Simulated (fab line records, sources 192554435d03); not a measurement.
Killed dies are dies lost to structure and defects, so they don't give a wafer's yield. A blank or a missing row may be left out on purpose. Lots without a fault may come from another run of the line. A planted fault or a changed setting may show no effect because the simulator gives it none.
Chamber matching | flow n5_finfet | N5_BEOL_M3_ALD_84 on ald_metal-01: 4 sister chambers
The step deposits TaN, pulse time 2 s, purge time 3 s, co reactant purge time 2 s. 4 wafers are shown with their chamber, then 7 later ones without.

WAFERS WITH THEIR CHAMBER
wafer  | chamber | heater_power_outer_w (W)
L082.5 | 0       | 277
L088.1 | 1       | 203
L092.2 | 3       | 196
L092.4 | 2       | 220

WAFERS WITHOUT THEIR CHAMBER
wafer  | heater_power_outer_w (W)
L092.5 | 281
L093.2 | 194
L093.3 | 288
L093.5 | 203
L097.1 | 208
L097.2 | 286
L097.3 | 196

WHICH CHAMBER EACH WENT THROUGH
wafer  | from the rows above          | in truth
L092.5 | 0                            | 0
L093.2 | can't be placed: 3 or 1      | 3
L093.3 | 0                            | 0
L093.5 | can't be placed: 1 or 3      | 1
L097.1 | can't be placed: 1 or 2 or 3 | 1
L097.2 | 0                            | 0
L097.3 | can't be placed: 3 or 1      | 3
Placed correctly: 3 of 7. Can't be placed from these rows: 4 (the true chamber is among the candidates in 4). Placed wrongly: 0.
How it was worked out, from the rows above alone: a wafer's distance from a chamber is the root of the sum, over the readings, of the square of ((its reading less the chamber's mean) divided by the reading's scatter). The wafer belongs to the nearest chamber; if the next one is less than 2 further off, it can't be placed. A chamber's mean is the mean of its shown wafers. The scatter: with one shown wafer a chamber, the root of the mean of the squares of how far each hidden wafer lies from its nearest shown one.
